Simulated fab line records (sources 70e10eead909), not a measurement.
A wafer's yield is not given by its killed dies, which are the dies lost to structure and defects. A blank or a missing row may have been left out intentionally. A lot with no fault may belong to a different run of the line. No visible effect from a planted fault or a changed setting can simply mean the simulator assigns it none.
fab line records	flow nand_harc
record: lots: 7	wafers: 21	last_day: 24
route steps=1159 shown A_STAIRCASE@615
lots that met no fault: from a run of the same line without faults
start_h: hours from the record's opening day to when the first of the lot's shown wafers began	wait_h: hours since the lot's step before	" same as the row above	L1.1+2: one row covering several wafers at once	- either no value or no given start	* or withheld: withheld	< > ~ a bound
route shown NAME@n: NAME is a module with steps in the file, n the number in the route of the first one	usual: average and standard deviation across the fault-free wafers	same: alike in all rows	chamber/n: place in a boat	sites: each site's reading	_std_site: how widely they spread, as a standard deviation	_edge_site: the outer-site mean with the inner-site mean subtracted	radius_mm: how far each site lies from the wafer's centre	mask NAME#n: copy n	behind: the tool/chamber that last shaped the wafer	hold: the reason the lot was held/the length of the hold in hours/how it ended	device: whichever transistor did not switch (one of n, p or np)	end of line: the tests these same wafers got at the end of their route	a step with no rows: only its recipe	killed: count of dies lost to structure and defects at first sort (not the wafer's yield)	map: per-die view of a wafer (x killed, . not killed, _ where there is no die)
set.NAME: the setting that was run; set.NAME@STEP: the one run at that earlier step	model.NAME: the simulator's own value behind a step, which no gauge read
a table for each step, a row for each wafer; lots at some steps of the route
services: the hour from which a tool's chamber was out of use, counted from the record's first day as start_h (under 0 if before that day), plus the number of hours and why
== steps ==
step: NHARC_A_STAIRCASE_ETCH_221
recipe: target_depth_a: 1000	time_s: 40.5	ion_energy_ev: 400	c4f8_flow_sccm: 20	o2_flow_sccm: 10	ar_flow_sccm: withheld	rf_w: 600	bias_w: 1000	chemistry: C4F8/O2
usual: bias_w: 1000/3.1	oes_product_au: 0.934/0.017	rf_vpp_V: 899/5
same: time_s: 40.5
lot.wafer	tool	chamber	start_h	wait_h	bias_w	oes_product_au	rf_hours_counter_h	rf_vpp_V
L592.2	rie_diel-10	0	-	-	1001	0.926	28	893
L592.1	"	2	"	"	1004	0.947	30	906
L592.5	"	1	"	"	1009	0.934	-	897
L599.2	rie_diel-09	0	-	-	998	0.908	12	898
L599.1	"	2	"	"	997	0.945	14	903
L599.5	"	1	"	"	1001	0.933	-	897
L605.4	rie_diel-01	3	-	-	1002	0.949	8	899
L605.1	"	0	"	"	1000	0.956	8	901
L605.3	"	1	"	"	999	0.913	8	900
L604.4	rie_diel-01	0	-	-	999	0.960	8	901
L604.2	"	2	"	"	999	0.912	8	886
L604.5	"	0	"	"	998	0.943	-	899
L606.4	rie_diel-09	1	-	-	1003	0.929	31	898
L606.2	"	2	"	"	997	0.957	28	904
L606.5	"	2	"	"	1002	0.956	-	905
L608.3	rie_diel-09	1	-	-	997	0.932	38	898
L608.2	"	3	"	"	997	0.963	35	901
L608.4	"	0	"	"	1005	0.928	37	898
L612.3	rie_diel-09	2	-	-	999	0.946	40	903
L612.1	"	0	"	"	1001	0.914	40	899
L612.6	"	3	"	"	998	0.957	-	899
step: NHARC_A_STAIRCASE_TRIM_222
recipe: time_s: 211.2	o2_flow_sccm: 500	ar_flow_sccm: 0	bias_w: 0	chemistry: O2
step: NHARC_A_STAIRCASE_ETCH_223
recipe: target_depth_a: 1000	time_s: 40.5	ion_energy_ev: 400	c4f8_flow_sccm: 20	o2_flow_sccm: 10	ar_flow_sccm: withheld	rf_w: 600	bias_w: 1000	chemistry: C4F8/O2
step: NHARC_A_STAIRCASE_TRIM_224
recipe: time_s: 211.2	o2_flow_sccm: 500	ar_flow_sccm: 0	bias_w: 0	chemistry: O2
step: NHARC_A_STAIRCASE_ETCH_225
recipe: target_depth_a: 1000	time_s: 40.5	ion_energy_ev: 400	c4f8_flow_sccm: 20	o2_flow_sccm: 10	ar_flow_sccm: withheld	rf_w: 600	bias_w: 1000	chemistry: C4F8/O2
step: NHARC_A_STAIRCASE_TRIM_226
recipe: time_s: 211.2	o2_flow_sccm: 500	ar_flow_sccm: 0	bias_w: 0	chemistry: O2
step: NHARC_A_STAIRCASE_ETCH_227
recipe: target_depth_a: 1000	time_s: 40.5	ion_energy_ev: 400	c4f8_flow_sccm: 20	o2_flow_sccm: 10	ar_flow_sccm: withheld	rf_w: 600	bias_w: 1000	chemistry: C4F8/O2
step: NHARC_A_STAIRCASE_TRIM_229
recipe: time_s: 211.2	o2_flow_sccm: 500	ar_flow_sccm: 0	bias_w: 0	chemistry: O2
step: NHARC_A_STAIRCASE_ETCH_230
recipe: target_depth_a: 1000	time_s: 40.5	ion_energy_ev: 400	c4f8_flow_sccm: 20	o2_flow_sccm: 10	ar_flow_sccm: withheld	rf_w: 600	bias_w: 1000	chemistry: C4F8/O2
usual: bias_w: 1000/3	oes_product_au: 0.944/0.02	rf_vpp_V: 899/5.3
same: time_s: 40.5
lot.wafer	tool	chamber	start_h	wait_h	bias_w	oes_product_au	rf_hours_counter_h	rf_vpp_V
L592.1	rie_diel-01	0	-	-	1000	0.965	45	900
L592.2	"	3	"	"	998	0.930	47	900
L592.5	"	0	"	"	1002	0.961	-	901
L599.1	rie_diel-09	0	-	-	1001	0.923	13	900
L599.2	"	1	"	"	1000	0.936	15	896
L599.5	"	2	"	"	998	0.944	-	905
L605.3	rie_diel-01	0	-	-	1000	0.950	9	901
L605.1	"	1	"	"	1001	0.927	9	900
L605.4	"	2	"	"	996	0.944	9	888
L604.2	rie_diel-01	3	-	-	1004	0.961	9	901
L604.4	"	0	"	"	999	0.950	9	901
L604.5	"	1	"	"	1003	0.923	-	899
L606.2	rie_diel-01	3	-	-	996	0.987	10	900
L606.4	"	0	"	"	993	0.992	10	899
L606.5	"	0	"	"	997	0.999	-	900
L608.2	rie_diel-09	3	-	-	1000	0.965	35	902
L608.3	"	0	"	"	1003	0.927	37	898
L608.4	"	1	"	"	1003	0.931	39	897
L612.3	rie_diel-09	0	-	-	1000	0.918	41	898
L612.1	"	2	"	"	998	0.954	41	905
L612.6	"	1	"	"	1001	0.925	-	896
step: NHARC_A_STAIRCASE_TRIM_231
recipe: time_s: 211.2	o2_flow_sccm: 500	ar_flow_sccm: 0	bias_w: 0	chemistry: O2
usual: drypump_motor_current_A: 5.7/0.42	oes_product_au: 0.995/0.014	rf_vpp_V: 57.9/0.9	run_length_s: 232.7/0.46	showerhead_plenum_p_Torr: 3.60/0.14	throttle_valve_pct: 17.036/0.0085
same: bias_w: 0	time_s: 211.2
lot.wafer	tool	chamber	start_h	wait_h	drypump_motor_current_A	oes_product_au	rf_hours_counter_h	rf_vpp_V	run_length_s	showerhead_plenum_p_Torr	throttle_valve_pct
L592.2	rie_diel-01	3	-	-	5.6	0.957	47	58.0	233.2	3.66	17.043
L592.1	"	0	"	"	5.2	0.989	45	58.4	232.4	3.67	17.039
L592.5	"	0	"	"	5.2	1.000	-	57.8	232.5	3.67	17.048
L599.1	rie_diel-09	3	-	-	5.1	1.007	12	59.6	233.0	3.70	17.033
L599.2	"	0	"	"	5.9	0.972	13	57.5	233.2	3.61	17.023
L599.5	"	1	"	"	5.8	0.990	-	59.3	233.0	3.56	17.031
L605.1	rie_diel-01	0	-	-	5.2	1.018	9	57.3	232.3	3.65	17.028
L605.3	"	1	"	"	5.7	0.974	10	59.3	232.4	3.62	17.029
L605.4	"	2	"	"	6.3	0.982	9	57.4	233.0	3.29	17.040
L604.4	rie_diel-01	2	-	-	6.3	0.983	9	56.8	232.7	3.29	17.033
L604.2	"	3	"	"	5.6	1.023	9	58.3	232.8	3.64	17.022
L604.5	"	3	"	"	5.7	1.014	-	58.0	232.9	3.64	17.044
L606.2	rie_diel-01	3	-	-	5.6	1.011	10	59.5	232.7	3.64	17.042
L606.4	"	1	"	"	5.7	0.987	10	57.6	232.7	3.62	17.034
L606.5	"	2	"	"	6.3	0.991	-	57.3	233.2	3.29	17.025
L608.3	rie_diel-09	2	-	-	5.8	0.993	37	57.6	232.4	3.75	17.035
L608.4	"	0	"	"	6.0	0.968	37	58.2	233.2	3.59	17.018
L608.2	"	1	"	"	5.8	0.994	39	57.2	233.0	3.54	17.036
L612.3	rie_diel-09	2	-	-	5.8	0.993	41	56.7	232.6	3.75	17.033
L612.1	"	3	"	"	5.1	0.995	40	57.1	233.0	3.68	17.044
L612.6	"	2	"	"	5.8	1.001	-	57.0	232.3	3.75	17.031
step: NHARC_A_STAIRCASE_ETCH_232
recipe: target_depth_a: 1000	time_s: 40.5	ion_energy_ev: 400	c4f8_flow_sccm: 20	o2_flow_sccm: 10	ar_flow_sccm: withheld	rf_w: 600	bias_w: 1000	chemistry: C4F8/O2
usual: bias_w: 1000/3.3	oes_product_au: 0.939/0.017	rf_vpp_V: 898/5.3
same: time_s: 40.5
lot.wafer	tool	chamber	start_h	wait_h	bias_w	oes_product_au	rf_hours_counter_h	rf_vpp_V
L592.1	rie_diel-01	3	-	-	1002	0.915	47	902
L592.2	"	1	"	"	1001	0.967	37	899
L592.5	"	3	"	"	1001	0.921	-	900
L599.2	rie_diel-09	3	-	-	995	0.965	12	902
L599.1	"	1	"	"	1000	0.930	15	896
L599.5	"	3	"	"	1001	0.968	-	903
L605.1	rie_diel-01	1	-	-	997	0.931	10	898
L605.4	"	3	"	"	999	0.954	9	900
L605.3	"	0	"	"	996	0.961	9	900
L604.4	rie_diel-01	2	-	-	998	0.932	10	886
L604.2	"	0	"	"	1001	0.965	9	900
L604.5	"	1	"	"	995	0.920	-	899
L606.2	rie_diel-01	3	-	-	999	0.966	10	900
L606.4	"	1	"	"	1000	0.935	10	897
L606.5	"	3	"	"	1005	0.967	-	900
L608.4	rie_diel-09	0	-	-	999	0.934	37	898
L608.3	"	1	"	"	1002	0.941	39	897
L608.2	"	2	"	"	989	0.943	37	904
L612.3	rie_diel-09	0	-	-	1001	0.919	41	899
L612.1	"	2	"	"	996	0.930	41	903
L612.6	"	0	"	"	1003	0.900	-	898
step: NHARC_A_STAIRCASE_TRIM_233
recipe: time_s: 211.2	o2_flow_sccm: 500	ar_flow_sccm: 0	bias_w: 0	chemistry: O2
usual: bias_w: 0/0	drypump_motor_current_A: 5.7/0.45	oes_product_au: 0.997/0.015	rf_vpp_V: 57.8/0.85	run_length_s: 232.7/0.44	showerhead_plenum_p_Torr: 3.61/0.14	throttle_valve_pct: 17.036/0.01
lot.wafer	tool	chamber	start_h	wait_h	bias_w	drypump_motor_current_A	oes_product_au	rf_hours_counter_h	rf_vpp_V	run_length_s	showerhead_plenum_p_Torr	throttle_valve_pct
L592.2	rie_diel-01	2	258.83	-	0	6.3	1.000	45	58.3	232.9	3.30	17.032
L592.1	"	3	"	"	0	5.6	0.982	47	59.1	232.8	3.66	17.038
L592.5	"	0	"	"	0	5.2	1.005	-	57.4	232.6	3.67	17.039
L599.2	rie_diel-09	0	305.53	-	0	5.9	0.972	13	57.6	233.3	3.61	17.047
L599.1	"	1	"	"	0	5.7	0.993	15	59.4	233.4	3.56	17.031
L599.5	"	0	"	"	0	5.9	0.978	-	57.5	233.5	3.61	17.047
L605.3	rie_diel-01	3	346.50	-	-	5.7	1.026	9	58.1	223.9	3.64	17.022
L605.1	"	0	"	"	-	5.2	1.028	9	56.6	223.6	3.65	17.033
L605.4	"	2	"	"	-	6.3	0.993	10	58.3	224.1	3.29	17.043
L604.2	rie_diel-01	3	346.58	-	-	5.6	1.021	9	57.7	223.6	3.64	17.008
L604.4	"	0	"	"	-	5.2	1.014	9	58.1	223.2	3.65	17.031
L604.5	"	3	"	"	-	5.6	1.024	-	59.2	223.9	3.64	17.047
L606.2	rie_diel-01	0	347.67	-	-	5.2	1.010	10	58.4	223.2	3.65	17.049
L606.4	"	1	"	"	-	5.7	0.978	10	56.3	223.7	3.62	17.033
L606.5	"	2	"	"	-	6.3	0.985	-	57.0	224.3	3.29	17.029
L608.4	rie_diel-09	3	368.10	-	0	5.1	1.007	35	58.4	233.3	3.69	17.036
L608.2	"	0	"	"	0	5.9	0.977	37	56.3	233.4	3.59	17.042
L608.3	"	1	"	"	0	5.7	0.991	39	57.8	233.0	3.54	17.038
L612.1	rie_diel-09	2	379.02	-	0	5.8	1.003	41	58.1	232.3	3.75	17.046
L612.3	"	0	"	"	0	5.9	0.974	41	57.9	233.1	3.59	17.036
L612.6	"	3	"	"	0	5.1	1.009	-	58.2	233.1	3.68	17.042
step: NHARC_A_STAIRCASE_ETCH_234
recipe: target_depth_a: 1000	time_s: 40.5	ion_energy_ev: 400	c4f8_flow_sccm: 20	o2_flow_sccm: 10	ar_flow_sccm: withheld	rf_w: 600	bias_w: 1000	chemistry: C4F8/O2
usual: bias_w: 1000.0/3	oes_product_au: 0.938/0.014	rf_vpp_V: 898/5.4
same: time_s: 40.5
lot.wafer	tool	chamber	start_h	wait_h	bias_w	oes_product_au	rf_hours_counter_h	rf_vpp_V
L592.2	rie_diel-01	1	-	-	1001.3	0.940	38	900
L592.1	"	2	"	"	1000.3	0.948	45	889
L592.5	"	0	"	"	997.8	0.947	-	901
L599.2	rie_diel-09	0	-	-	998.2	0.925	13	898
L599.1	"	3	"	"	1005.0	0.955	12	903
L599.5	"	1	"	"	995.6	0.949	-	898
L605.4	rie_diel-01	1	-	-	1000.8	0.935	10	900
L605.1	"	3	"	"	997.1	0.950	9	900
L605.3	"	0	"	"	996.5	0.946	10	901
L604.2	rie_diel-01	1	-	-	1001.2	0.910	10	898
L604.4	"	0	"	"	999.8	0.952	10	901
L604.5	"	1	"	"	999.6	0.915	-	899
L606.2	rie_diel-01	0	-	-	999.7	0.985	10	901
L606.4	"	3	"	"	997.7	0.963	10	898
L606.5	"	1	"	"	999.7	0.932	-	900
L608.3	rie_diel-09	0	-	-	999.1	0.910	37	898
L608.4	"	2	"	"	1000.1	0.934	37	905
L608.2	"	3	"	"	1002.4	0.938	35	902
L612.3	rie_diel-09	1	-	-	1004.0	0.939	43	895
L612.1	"	2	"	"	997.7	0.926	41	903
L612.6	"	2	"	"	1001.8	0.934	-	904
== services ==
tool	chamber	start_h	hours	kind
rie_diel-01	1	242.19	13.4	repair
rie_diel-01	0	245.26	-	clean
rie_diel-01	2	245.26	-	clean
rie_diel-01	3	245.26	-	clean
rie_diel-09	-	254.35	9.0	pm
rie_diel-01	1	262.43	7.4	repair
rie_diel-01	0	269.76	-	clean
rie_diel-01	2	269.76	-	clean
rie_diel-01	3	269.76	-	clean
rie_diel-10	2	283.63	8.9	repair
rie_diel-01	0	294.77	-	clean
rie_diel-01	1	294.77	-	clean
rie_diel-01	2	294.77	-	clean
rie_diel-01	3	294.77	-	clean
rie_diel-01	-	316.11	9.0	pm
rie_diel-01	0	316.11	9.0	vent_cycle
rie_diel-01	1	316.11	9.0	vent_cycle
rie_diel-01	2	316.11	9.0	vent_cycle
rie_diel-01	3	316.11	9.0	vent_cycle
rie_diel-01	0	325.11	-	clean
rie_diel-01	1	325.11	-	clean
rie_diel-01	2	325.11	-	clean
rie_diel-01	3	325.11	-	clean
rie_diel-10	-	353.66	9.0	pm
== key ==
first_sign: step: NHARC_A_STAIRCASE_TRIM_233	reading: run_length_s	direction: down	sigmas: 20	usual: *	struck: *
effect none on later readings
met_at NHARC_A_STAIRCASE_TRIM_233
struck_wafers L604.2,L604.4,L604.5,L605.1,L605.3,L605.4,L606.2,L606.4,L606.5
tester_left_out L604,L605,L606
fault: kind: process_parameter_drift	tool: rie_diel-01	chamber: -	onset_h: 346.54	steps: NHARC_A_STAIRCASE_TRIM_233	channel: time_s	offset: *	shape: step	end_h: 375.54	acts_in: *	stated: *
tester_left_out: of these lots the tester's yield and bins aren't shown, on N5 and GAA mostly nor the transistor test; their killed dies are dies lost to structure and defects alone, not to doping, threshold or leakage, so they don't give the yield
